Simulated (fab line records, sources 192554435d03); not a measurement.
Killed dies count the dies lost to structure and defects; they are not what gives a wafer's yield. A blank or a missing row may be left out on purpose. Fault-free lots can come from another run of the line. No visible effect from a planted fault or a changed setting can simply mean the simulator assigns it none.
fab line records | flow n5Finfet
record: lots: 7 wafers: 21
route steps=1938 shown BEOL_M13@1696 BEOL_M14@1716 BEOL_M15@1809
startH: start of the lot's first displayed wafer, in hours after the record's first day | waitH: hours from the lot's prior step to this one | " the same as in the row above | L1.1+2: one row covering several wafers at once | - either no value or no given start | * or withheld: withheld | < > ~ a bound
route shown NAME@n: NAME is a module with steps in the file, n the number in the route of the first one | usual: mean and standard deviation over wafers with no fault | same: alike in all rows | chamber/n: place in a boat | sites: readings site by site | _std_site: how widely they spread, as a standard deviation | _edge_site: mean of outer sites minus mean of inner sites | radiusMm: how far each site lies from the wafer's centre | mask NAME#n: copy n | behind: the tool/chamber that last shaped the wafer | hold: cause of the lot's hold/its duration in hours/its outcome | device: transistor that didn't switch, given as n, p or np | end of line: tests run on the same wafers once the route is complete | where a step has no rows: the recipe by itself | killed: not the wafer's yield, but the dies lost to structure and defects at the first sort | map: per-die view of a wafer (x killed, . not killed, _ where there is no die)
set.NAME: setting as actually run; set.NAME@STEP: the setting as run at that earlier step | model.NAME: the simulator's own value behind a step, which no gauge read
lots whose settings were changed on purpose; a table a step, a row a wafer
== steps ==
step: N5_BEOL_M13_TRENCH_ETCH_34
recipe: chemistry: C4F8/O2/Ar target: SiOC targetDepthA: 4134.7 maskMaterial: SOC pressureMtorr: 30 sourceW: 3000 biasW: 700 Ar_flow_sccm: 400 C4F8_flow_sccm: 15 O2_flow_sccm: 8 heInnerTorr: 15 heOuterTorr: 30 timeS: 162.6 ionEnergyEv: 250
columns lot.wafer tool chamber startH waitH set.timeS model.etch.depthNm
L080.1 rieDiel-05 2 285.93 0.0 162.6 414.3
L080.2 " 1 " " 162.6 407.1
L080.4 " 3 " " 162.6 422.4
L089.1 rieDiel-02 2 365.79 0.0 182.3 461.7
L089.3 " 3 " " 162.6 425.5
L089.4 " 1 " " 182.3 464.9
L087.1+6 rieDiel-02 3 368.34 0.0 162.6 423.2
L087.5 " 0 " " 162.6 401.1
L093.1 rieDiel-05 2 374.89 0.0 162.6 418.2
L093.2 " 0 " " 147.5 378.4
L093.5 " 1 " " 162.6 415.1
L091.1 rieDiel-05 0 378.52 0.0 127.5 323
L091.3 " 1 " " 162.6 411.9
L091.5 " 2 " " 162.6 410.9
L092.3 rieDiel-06 3 395.49 0.0 162.6 399.6
L092.4 " 2 " " 162.6 401.3
L092.5 " 3 " " 162.6 400.5
L095.2 rieDiel-06 3 396.94 0.0 129.4 315.1
L095.3 " 0 " " 129.4 327.2
L095.6 " 2 " " 129.4 316.3
step: N5_BEOL_M13_STRIP_70
recipe: chemistry: C4F8/O2/Ar resist: SiARC rfFrequencyHz: 6e+07
step: N5_BEOL_M13_OCD_MEAS_35
usual: trenchDepthNm: 411/7.1
columns lot.wafer tool chamber startH waitH set.timeS@BEOL_M13_TRENCH_ETCH_34 trenchDepthNm
L080.1 ocd-02 - 286.10 0.0 162.6 414
L080.2 " - " " 162.6 407
L080.4 " - " " 162.6 423
L089.1 ocd-01 - 365.96 0.0 182.3 462
L089.3 " - " " 162.6 426
L089.4 " - " " 182.3 465
L087.1 ocd-01 - 368.51 0.0 162.6 423
L087.5 " - " " 162.6 401
L087.6 " - " " 162.6 423
L093.1 ocd-01 - 375.07 0.0 162.6 419
L093.2 " - " " 147.5 378
L093.5 " - " " 162.6 415
L091.1 ocd-02 - 378.69 0.0 127.5 323
L091.3 " - " " 162.6 412
L091.5 " - " " 162.6 411
L092.3 ocd-01 - 395.67 0.0 162.6 400
L092.4 " - " " 162.6 401
L092.5 " - " " 162.6 401
L095.2 ocd-01 - 397.12 0.0 129.4 315
L095.3 " - " " 129.4 327
L095.6 " - " " 129.4 316
step: N5_BEOL_M13_SPUTTER_43
recipe: material: TaN targetThkA: 150 tempC: 50 biasV: 168.6 powerW: 15000 chamberPressurePa: 0.12 timeS: 24.19
columns lot.wafer tool chamber startH waitH set.powerW model.TaN_of_BEOL_M13_SPUTTER_43.thkNm
L080.1+2 pvdSputter-02 - 287.23 0.0 13340 13
L080.4 " - " " 15000 15
L089.1 pvdSputter-01 - 371.69 0.0 14280 14.2
L089.3 " - " " 15000 14.8
L089.4 " - " " 14280 14
L087.1+5+6 pvdSputter-03 - 372.43 0.0 15000 15
L093.1+2+5 pvdSputter-03 - 375.63 0.0 15000 14.8
L091.1+3+5 pvdSputter-03 - 380.47 0.0 15000 15
L092.3 pvdSputter-02 - 396.33 0.0 15000 14.6
L092.4+5 " - " " 15000 14.8
L095.2+3+6 pvdSputter-03 - 399.95 0.0 15000 15
step: N5_BEOL_M13_SPUTTER_44
recipe: material: Ta targetThkA: 100 tempC: 50 biasV: 80 powerW: 15000 chamberPressurePa: 0.07 timeS: 16.13
step: N5_BEOL_M13_SPUTTER_45
recipe: material: Cu targetThkA: 800 tempC: -20 biasV: 60 powerW: 26000 chamberPressurePa: 0.13 timeS: 13.33
step: N5_BEOL_M13_ECD_47
recipe: material: Cu targetThkA: 9360
step: N5_BEOL_M13_ANNEAL_48
recipe: tempC: 225 timeS: 90 ambient: N2
step: N5_BEOL_M13_CMP_49
recipe: stopOn: SiOC tOverpolishS: 17.1 downForcePsi: 1 platenRpm: 50 clearingPlatenDownForcePsi: 1.5 clearingPlatenRpm: 50 postCmpClean: cuAlkaline targetThkNm: 420 clearingPlatenPadVelocityMS: 0.99484 padVelocityMS: 0.99484
columns lot.wafer tool chamber startH waitH set.timeS@BEOL_M13_TRENCH_ETCH_34 model.Cu_of_BEOL_M13_ECD_47.thkNm
L080.4 cmp-01 1 288.01 0.2 162.6 429.4
L080.1 " 2 " " 162.6 423.8
L080.2 " 3 " " 162.6 417.2
L089.3 cmp-01 1 372.88 0.2 162.6 432
L089.4 " 2 " " 182.3 472.4
L089.1 " 3 " " 182.3 467.8
L087.1 cmp-03 3 373.99 0.4 162.6 431.8
L087.5 " 0 " " 162.6 408.2
L087.6 " 1 " " 162.6 429
L093.2 cmp-03 1 376.46 0.2 147.5 384.4
L093.1 " 3 " " 162.6 428.2
L093.5 " 1 " " 162.6 421.2
L091.3 cmp-04 1 381.26 0.2 162.6 419.2
L091.1 " 3 " " 127.5 332
L091.5 " 1 " " 162.6 418.2
L092.3 cmp-04 1 397.33 0.2 162.6 407.2
L092.4 " 0 " " 162.6 408.4
L092.5 " 2 " " 162.6 408
L095.2 cmp-04 0 401.05 0.2 129.4 320.4
L095.3 " 2 " " 129.4 332.4
L095.6 " 3 " " 129.4 320.6
step: N5_BEOL_M13_THK_MEAS_50
recipe: thkMeasGauge: xrf reads: Cu_of_BEOL_M13_ECD_47
usual: M13_THK: 432/8.2
columns lot.wafer tool chamber startH waitH set.timeS@BEOL_M13_TRENCH_ETCH_34 M13_THK[nm]
L080.1 filmMetro-01 - 288.27 - 162.6 444
L080.2 " - " " 162.6 435
L080.4 " - " " 162.6 446
L089.1 filmMetro-01 - 373.14 - 182.3 485
L089.3 " - " " 162.6 444
L089.4 " - " " 182.3 484
L087.1 filmMetro-01 - 374.17 - 162.6 447
L087.5 " - " " 162.6 425
L087.6 " - " " 162.6 445
L093.1 filmMetro-01 - 376.71 - 162.6 439
L093.2 " - " " 147.5 394
L093.5 " - " " 162.6 437
L091.1 filmMetro-02 - 381.51 - 127.5 343
L091.3 " - " " 162.6 435
L091.5 " - " " 162.6 435
L092.3 filmMetro-02 - 397.63 - 162.6 424
L092.4 " - " " 162.6 424
L092.5 " - " " 162.6 425
L095.2 filmMetro-01 - 401.31 - 129.4 324
L095.3 " - " " 129.4 339
L095.6 " - " " 129.4 328
step: N5_BEOL_M13_PRE_CLEAN_52
recipe: gas: NH3 timeS: 15 tempC: withheld rfPowerW: 300
step: N5_BEOL_M13_DEP_53
recipe: material: SiCN targetThkA: 500 tempC: withheld precursor: 3MS/NH3 pressureTorr: 3 rfW: 675 timeS: 17.8
step: N5_BEOL_M13_RS_MEAS_54
recipe: thkMeasGauge: four-point-probe reads: Cu_of_BEOL_M13_ECD_47+Ta_of_BEOL_M13_SPUTTER_44+TaN_of_BEOL_M13_SPUTTER_43
usual: M13_RS: 0.0452/0.00082
columns lot.wafer tool chamber startH waitH set.timeS@BEOL_M13_TRENCH_ETCH_34 M13_RS[ohm/sq]
L080.1 filmMetro-01 - 288.40 0.0 162.6 0.0448
L080.2 " - " " 162.6 0.0453
L080.4 " - " " 162.6 0.0440
L089.1 filmMetro-02 - 373.27 0.0 182.3 0.0401
L089.3 " - " " 162.6 0.0435
L089.4 " - " " 182.3 0.0397
L087.1 filmMetro-01 - 374.30 0.0 162.6 0.0439
L087.5 " - " " 162.6 0.0463
L087.6 " - " " 162.6 0.0439
L093.1 filmMetro-02 - 376.84 0.0 162.6 0.0439
L093.2 " - " " 147.5 0.0493
L093.5 " - " " 162.6 0.0447
L091.1 filmMetro-02 - 381.64 0.0 127.5 0.0571
L091.3 " - " " 162.6 0.0449
L091.5 " - " " 162.6 0.0451
L092.3 filmMetro-02 - 397.76 0.1 162.6 0.0464
L092.4 " - " " 162.6 0.0462
L092.5 " - " " 162.6 0.0461
L095.2 filmMetro-01 - 401.47 0.1 129.4 0.0596
L095.3 " - " " 129.4 0.0574
L095.6 " - " " 129.4 0.0594
step: N5_BEOL_M14_ILD_DEP_00
recipe: material: SiO2 targetThkA: 11193 tempC: 400 precursor: TEOS/O2 pressureTorr: 6.5 rfW: 900 teosFlowSccm: 161.4 gas: O2 flowSccm: 2650 timeS: 237.4
columns lot.wafer tool chamber startH waitH set.timeS model.SiO2_of_BEOL_M14_ILD_DEP_00.thkNm
L080.1 pecvd-03 0 288.46 0.0 255 1213
L080.2 " 2 " " 255 1168
L080.4 " 0 " " 255 1229
L089.1 pecvd-02 2 373.33 0.0 225.2 1049
L089.3 " 0 " " 237.4 1123
L089.4 " 2 " " 225.2 1057
L087.1 pecvd-01 1 374.36 0.0 237.4 1117
L087.5 " 1 " " 237.4 1132
L087.6 " 2 " " 237.4 1105
L093.1 pecvd-01 1 376.90 0.0 237.4 1114
L093.2 " 0 " " 237.4 1102
L093.5 " 1 " " 208.6 981.6
L091.1 pecvd-02 0 381.71 0.0 237.4 1116
L091.3 " 1 " " 237.4 1122
L091.5 " 1 " " 237.4 1145
L092.3 pecvd-02 2 397.90 0.1 237.4 1128
L092.4 " 0 " " 237.4 1145
L092.5 " 2 " " 237.4 1125
L095.2 pecvd-03 0 401.53 0.0 222.5 1045
L095.3 " 1 " " 222.5 1060
L095.6 " 1 " " 237.4 1137
step: N5_BEOL_M14_THK_MEAS_01
recipe: reads: SiO2_of_BEOL_M14_ILD_DEP_00
usual: M14_ILD_THK: 1119/15
columns lot.wafer tool chamber startH waitH set.timeS@BEOL_M14_ILD_DEP_00 M14_ILD_THK[nm]
L080.1 filmMetro-01 - 288.73 0.2 255 1213
L080.2 " - " " 255 1168
L080.4 " - " " 255 1229
L089.1 filmMetro-02 - 373.52 0.1 225.2 1049
L089.3 " - " " 237.4 1123
L089.4 " - " " 225.2 1058
L087.1 filmMetro-02 - 374.55 0.1 237.4 1116
L087.5 " - " " 237.4 1132
L087.6 " - " " 237.4 1104
L093.1 filmMetro-01 - 377.09 0.1 237.4 1114
L093.2 " - " " 237.4 1102
L093.5 " - " " 208.6 982
L091.1 filmMetro-01 - 381.89 0.1 237.4 1117
L091.3 " - " " 237.4 1120
L091.5 " - " " 237.4 1145
L092.3 filmMetro-02 - 398.09 0.1 237.4 1128
L092.4 " - " " 237.4 1146
L092.5 " - " " 237.4 1125
L095.2 filmMetro-02 - 401.72 0.1 222.5 1045
L095.3 " - " " 222.5 1060
L095.6 " - " " 237.4 1137
step: N5_BEOL_M14_COAT_58
recipe: resist: BARC tempC: 205 timeS: 60 spinRpm: 1500 resistThkNm: 89
step: N5_BEOL_M14_COAT_04
recipe: spinRpm: 1704 resistThkNm: 800
step: N5_BEOL_M14_DESCUM_15
recipe: chemistry: O2 timeS: 7.9 sourcePowerW: 50 biasPowerW: 20 pressureMtorr: 20 rfFrequencyHz: 2.712e+07 tempC: 40 o2FlowSccm: 225
step: N5_BEOL_M14_ETCH_59
recipe: chemistry: N2/H2 target: BARC targetDepthA: 890 overetchA: 267 timeS: 67.9 ionEnergyEv: 200 pressureMtorr: 30 sourceW: 840 biasW: 150 n2FlowSccm: 200 h2FlowSccm: 200
step: N5_BEOL_M14_VIA_ETCH_16
recipe: chemistry: C4F8/O2/Ar target: SiO2 heInnerTorr: 15 heOuterTorr: 30 targetDepthA: 12313 timeS: withheld ionEnergyEv: 800 pressureMtorr: 20 sourceW: 1905 biasW: 2040 Ar_flow_sccm: 400 C4F8_flow_sccm: 16 O2_flow_sccm: 12 ends: cleared
columns lot.wafer tool chamber startH waitH set.timeS@BEOL_M14_ILD_DEP_00 model.etch.depthNm model.coat_of_BEOL_M14_COAT_04.thkNm
L080.1 rieDiel-03 3 289.33 0.0 * 1213 437.8
L080.2 " 1 " " * 1168 439.8
L080.4 " 2 " " * 1229 434.4
L089.1 rieDiel-04 0 374.08 0.0 * 1049 465.8
L089.3 " 2 " " * 1123 456.6
L089.4 " 1 " " * 1057 465.8
L087.1 rieDiel-04 2 375.03 0.0 * 1117 456.2
L087.5 " 0 " " * 1132 443
L087.6 " 1 " " * 1105 455.6
L093.1 rieDiel-01 3 377.70 0.0 * 1114 451.4
L093.2 " 1 " " * 1102 460
L093.5 " 2 " " * 981.7 490.2
L091.1 rieDiel-01 3 382.38 0.0 * 1116 456.2
L091.3 " 2 " " * 1122 456.6
L091.5 " 1 " " * 1145 453.6
L092.3 rieDiel-01 1 398.86 0.0 * 1128 458.8
L092.4 " 0 " " * 1145 454.6
L092.5 " 2 " " * 1125 457.6
L095.2 rieDiel-03 0 402.33 0.0 * 1045 470.6
L095.3 " 3 " " * 1060 470.8
L095.6 " 3 " " * 1137 452.8
step: N5_BEOL_M15_TRENCH_ETCH_34
recipe: chemistry: C4F8/O2/Ar target: SiO2 targetDepthA: 8729.3 heInnerTorr: 15 heOuterTorr: 30 timeS: 199 ionEnergyEv: 800 pressureMtorr: 20 sourceW: 1905 biasW: 2040 Ar_flow_sccm: 400 C4F8_flow_sccm: 16 O2_flow_sccm: 12
columns lot.wafer tool chamber startH waitH set.timeS model.etch.depthNm model.coat_of_BEOL_M15_COAT_22.thkNm
L080.1 rieDiel-06 2 299.35 0.0 170.6 742.8 575.4
L080.2 " 0 " " 170.6 747.9 569
L080.4 " 0 " " 199 868.4 543.4
L089.1 rieDiel-05 0 384.27 0.0 242 1068 506.2
L089.3 " 1 " " 242 1086 498
L089.4 " 2 " " 199 880.1 539
L087.1 rieDiel-05 3 384.69 0.0 238.9 1046 507.4
L087.5 " 3 " " 199 873.5 542.8
L087.6 " 2 " " 199 875.1 543.6
L093.1 rieDiel-02 2 394.34 0.0 199 875.8 541.6
L093.2 " 1 " " 161.2 691.9 584
L093.5 " 3 " " 199 887.7 539.2
L091.1 rieDiel-05 1 395.99 0.0 199 889.6 540.4
L091.3 " 2 " " 161.1 712.5 575.2
L091.5 " 1 " " 199 892.9 540.2
L092.3 rieDiel-02 3 406.98 0.0 199 883.5 537.2
L092.4 " 2 " " 199 872.3 535.6
L092.5 " 2 " " 199 874.8 537.6
L095.2 rieDiel-05 2 415.72 0.0 199 881.8 539.2
L095.3 " 1 " " 223.9 1007 513
L095.6 " 1 " " 199 895.9 535
step: N5_BEOL_M15_SPUTTER_44
recipe: material: Ta targetThkA: 150 tempC: 50 biasV: 80 powerW: 15000 chamberPressurePa: 0.07 timeS: 24.19
columns lot.wafer tool chamber startH waitH set.powerW model.Ta_of_BEOL_M15_SPUTTER_44.thkNm
L080.1+4 pvdSputter-01 - 301.64 0.0 16750 17
L080.2 " - " " 15000 14.8
L089.1 pvdSputter-01 - 386.16 0.0 15000 15
L089.3 " - " " 15000 14.8
L089.4 " - " " 16340 16
L087.1 pvdSputter-01 - 396.27 0.0 15000 15
L087.5+6 " - " " 17010 17.4
L093.1+5 pvdSputter-03 - 396.31 0.0 13180 13
L093.2 " - " " 15000 15
L091.1 pvdSputter-02 - 399.61 0.0 15000 15.2
L091.3 " - " " 15000 15.4
L091.5 " - " " 14170 14.2
L092.3+4 pvdSputter-03 - 410.64 0.0 15000 15
L092.5 " - " " 15000 14.8
L095.2+6 pvdSputter-02 - 418.50 0.0 15000 15
L095.3 " - " " 15000 14.8
step: N5_BEOL_M15_SPUTTER_45
recipe: material: Cu targetThkA: 1000 tempC: -20 biasV: 60 powerW: 26000 chamberPressurePa: 0.13 timeS: 16.67
step: N5_BEOL_M15_ECD_47
recipe: material: Cu targetThkA: 18600
step: N5_BEOL_M15_ANNEAL_48
recipe: tempC: 225 timeS: 90 ambient: N2
step: N5_BEOL_M15_CMP_49
recipe: stopOn: SiO2 tOverpolishS: 4.9 downForcePsi: 2 platenRpm: 80 clearingPlatenDownForcePsi: 2 clearingPlatenRpm: 80 postCmpClean: cuAlkaline targetThkNm: 850 clearingPlatenPadVelocityMS: 1.5917 padVelocityMS: 1.5917
columns lot.wafer tool chamber startH waitH set.timeS@BEOL_M15_TRENCH_ETCH_34 model.Cu_of_BEOL_M15_ECD_47.thkNm
L080.2 cmp-01 2 302.42 0.2 170.6 726.2
L080.4 " 3 " " 199 840.6
L080.1 " 0 " " 170.6 717.2
L089.4 cmp-04 0 386.90 0.1 199 856.2
L089.3 " 2 " " 242 1065
L089.1 " 3 " " 242 1045
L087.1 cmp-01 3 397.08 0.3 238.9 1022
L087.6 " 1 " " 199 850
L087.5 " 2 " " 199 848.6
L093.2 cmp-02 0 397.12 0.3 161.2 670.8
L093.1 " 1 " " 199 855.2
L093.5 " 2 " " 199 865.8
L091.1 cmp-01 0 400.47 0.3 199 865.8
L091.3 " 3 " " 161.1 688.4
L091.5 " 1 " " 199 870.8
L092.3 cmp-01 2 412.05 0.2 199 861.4
L092.4 " 3 " " 199 848.4
L092.5 " 1 " " 199 852.4
L095.2 cmp-02 2 420.50 0.3 199 858.2
L095.3 " 0 " " 223.9 986
L095.6 " 1 " " 199 872.8
step: N5_BEOL_M15_THK_MEAS_50
recipe: thkMeasGauge: xrf reads: Cu_of_BEOL_M15_ECD_47
usual: M15_THK: 858/19
columns lot.wafer tool chamber startH waitH set.timeS@BEOL_M15_TRENCH_ETCH_34 M15_THK[nm]
L080.1 filmMetro-01 - 302.67 - 170.6 720
L080.2 " - " " 170.6 730
L080.4 " - " " 199 848
L089.1 filmMetro-02 - 387.19 - 242 1065
L089.3 " - " " 242 1079
L089.4 " - " " 199 871
L087.1 filmMetro-01 - 397.30 - 238.9 1053
L087.5 " - " " 199 869
L087.6 " - " " 199 874
L093.1 filmMetro-02 - 397.34 - 199 867
L093.2 " - " " 161.2 678
L093.5 " - " " 199 877
L091.1 filmMetro-01 - 400.77 - 199 879
L091.3 " - " " 161.1 699
L091.5 " - " " 199 886
L092.3 filmMetro-01 - 412.30 - 199 882
L092.4 " - " " 199 864
L092.5 " - " " 199 871
L095.2 filmMetro-02 - 420.76 - 199 866
L095.3 " - " " 223.9 996
L095.6 " - " " 199 880
step: N5_BEOL_M15_PRE_CLEAN_52
recipe: gas: NH3 timeS: 15 tempC: withheld rfPowerW: 300
step: N5_BEOL_M15_DEP_53
recipe: material: SiCN targetThkA: 500 tempC: withheld precursor: 3MS/NH3 pressureTorr: 3 rfW: 675 timeS: 17.8
step: N5_BEOL_M15_RS_MEAS_54
recipe: thkMeasGauge: four-point-probe reads: Cu_of_BEOL_M15_ECD_47+Ta_of_BEOL_M15_SPUTTER_44+TaN_of_BEOL_M15_SPUTTER_43
usual: M15_RS: 0.0217/0.00043
columns lot.wafer tool chamber startH waitH set.timeS@BEOL_M15_TRENCH_ETCH_34 M15_RS[ohm/sq]
L080.1 filmMetro-02 - 302.80 0.0 170.6 0.0256
L080.2 " - " " 170.6 0.0253
L080.4 " - " " 199 0.0218
L089.1 filmMetro-01 - 387.35 0.1 242 0.0175
L089.3 " - " " 242 0.0172
L089.4 " - " " 199 0.0214
L087.1 filmMetro-01 - 397.43 0.0 238.9 0.0179
L087.5 " - " " 199 0.0216
L087.6 " - " " 199 0.0216
L093.1 filmMetro-02 - 397.47 0.0 199 0.0214
L093.2 " - " " 161.2 0.0274
L093.5 " - " " 199 0.0212
L091.1 filmMetro-01 - 400.90 0.0 199 0.0212
L091.3 " - " " 161.1 0.0268
L091.5 " - " " 199 0.0211
L092.3 filmMetro-01 - 412.43 0.1 199 0.0213
L092.4 " - " " 199 0.0216
L092.5 " - " " 199 0.0215
L095.2 filmMetro-01 - 420.89 0.1 199 0.0214
L095.3 " - " " 223.9 0.0186
L095.6 " - " " 199 0.0211
== key ==
split: step: N5_BEOL_M13_TRENCH_ETCH_34 setting: timeS stated: 162.6 by: wafer
response: step: N5_BEOL_M13_TRENCH_ETCH_34 reading: model.etch.depthNm change: +3.9 per: 1% r: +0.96
response: step: N5_BEOL_M13_OCD_MEAS_35 reading: trenchDepthNm change: +3.91 per: 1% r: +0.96
response: step: N5_BEOL_M13_CMP_49 reading: model.Cu_of_BEOL_M13_ECD_47.thkNm change: +3.87 per: 1% r: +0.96
response: step: N5_BEOL_M13_THK_MEAS_50 reading: M13_THK change: +4.12 per: 1% r: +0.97
response: step: N5_BEOL_M13_RS_MEAS_54 reading: M13_RS change: -0.000503 per: 1% r: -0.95
split: step: N5_BEOL_M13_SPUTTER_43 setting: powerW stated: 15000 by: wafer
response: step: N5_BEOL_M13_SPUTTER_43 reading: model.TaN_of_BEOL_M13_SPUTTER_43.thkNm change: +0.175 per: 1% r: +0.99
split: step: N5_BEOL_M14_ILD_DEP_00 setting: timeS stated: 237.4 by: wafer
response: step: N5_BEOL_M14_ILD_DEP_00 reading: model.SiO2_of_BEOL_M14_ILD_DEP_00.thkNm change: +11.4 per: 1% r: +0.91
response: step: N5_BEOL_M14_THK_MEAS_01 reading: M14_ILD_THK change: +11.3 per: 1% r: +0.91
response: step: N5_BEOL_M14_VIA_ETCH_16 reading: model.etch.depthNm change: +11.4 per: 1% r: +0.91
response: step: N5_BEOL_M14_VIA_ETCH_16 reading: model.coat_of_BEOL_M14_COAT_04.thkNm change: -2.71 per: 1% r: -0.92
split: step: N5_BEOL_M15_TRENCH_ETCH_34 setting: timeS stated: 199 by: wafer
response: step: N5_BEOL_M15_TRENCH_ETCH_34 reading: model.etch.depthNm change: +9.19 per: 1% r: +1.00
response: step: N5_BEOL_M15_TRENCH_ETCH_34 reading: model.coat_of_BEOL_M15_COAT_22.thkNm change: -1.91 per: 1% r: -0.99
response: step: N5_BEOL_M15_CMP_49 reading: model.Cu_of_BEOL_M15_ECD_47.thkNm change: +9.22 per: 1% r: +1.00
response: step: N5_BEOL_M15_THK_MEAS_50 reading: M15_THK change: +9.44 per: 1% r: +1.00
response: step: N5_BEOL_M15_RS_MEAS_54 reading: M15_RS change: -0.000241 per: 1% r: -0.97
split: step: N5_BEOL_M15_SPUTTER_44 setting: powerW stated: 15000 by: wafer
response: step: N5_BEOL_M15_SPUTTER_44 reading: model.Ta_of_BEOL_M15_SPUTTER_44.thkNm change: +0.171 per: 1% r: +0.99
